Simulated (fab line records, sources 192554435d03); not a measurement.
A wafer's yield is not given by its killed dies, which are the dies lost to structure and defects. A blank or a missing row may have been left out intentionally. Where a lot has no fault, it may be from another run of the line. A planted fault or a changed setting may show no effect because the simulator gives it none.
Matching of chambers / flow n5 finfet / N5_BEOL_M10_CURE_72 on uv cure-03 has 3 sister chambers
The step cures SiCOH lowk, time 120 s. 6 wafers are shown with their chamber, then 8 later ones without.

WAFERS WITH THEIR CHAMBER
wafer=L079.3; chamber=0; wafer_temp_C_max=372.2; lamp power pct (%)=52.33
wafer=L079.6; chamber=0; wafer_temp_C_max=372.9; lamp power pct (%)=52.35
wafer=L081.6; chamber=1; wafer_temp_C_max=371.2; lamp power pct (%)=52.38
wafer=L084.5; chamber=2; wafer_temp_C_max=371.6; lamp power pct (%)=52.31
wafer=L084.6; chamber=2; wafer_temp_C_max=371.3; lamp power pct (%)=52.37
wafer=L087.4; chamber=1; wafer_temp_C_max=371.6; lamp power pct (%)=52.28

WAFERS MISSING THEIR CHAMBER
wafer=L087.5; wafer_temp_C_max=370.9; lamp power pct (%)=52.33
wafer=L087.6; wafer_temp_C_max=371.1; lamp power pct (%)=52.23
wafer=L094.1; wafer_temp_C_max=371.6; lamp power pct (%)=52.35
wafer=L094.4; wafer_temp_C_max=371.9; lamp power pct (%)=52.31
wafer=L094.5; wafer_temp_C_max=371.8; lamp power pct (%)=52.27
wafer=L097.1; wafer_temp_C_max=371.4; lamp power pct (%)=52.31
wafer=L097.3; wafer_temp_C_max=371.5; lamp power pct (%)=52.29
wafer=L097.6; wafer_temp_C_max=371.3; lamp power pct (%)=52.24

WHICH CHAMBER EACH ONE RAN IN
wafer=L087.5; from the rows above=can't be placed: 1 or 2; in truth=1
wafer=L087.6; from the rows above=can't be placed: 1 or 2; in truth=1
wafer=L094.1; from the rows above=can't be placed: 2 or 1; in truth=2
wafer=L094.4; from the rows above=can't be placed: 2 or 1 or 0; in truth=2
wafer=L094.5; from the rows above=can't be placed: 1 or 2 or 0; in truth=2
wafer=L097.1; from the rows above=can't be placed: 1 or 2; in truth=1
wafer=L097.3; from the rows above=can't be placed: 1 or 2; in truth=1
wafer=L097.6; from the rows above=can't be placed: 1 or 2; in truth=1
0 of 8 placed correctly. From these rows, 8 cannot be placed; in 8 the true chamber is one of the candidates. Placed wrongly: 0.
How it was worked out, from the rows above alone: a wafer's distance from a chamber is the root of the sum, over the readings, of the square of ((its reading less the chamber's mean) divided by the reading's scatter). If the next closest chamber is less than 2 further off than the closest, the wafer can't be placed; otherwise it belongs to the closest. Each chamber's mean is taken over the wafers shown for it. The scatter is the square root of a quotient: the sum, over the shown wafers, of each reading's squared deviation from its chamber's mean, divided by wafers minus chambers.
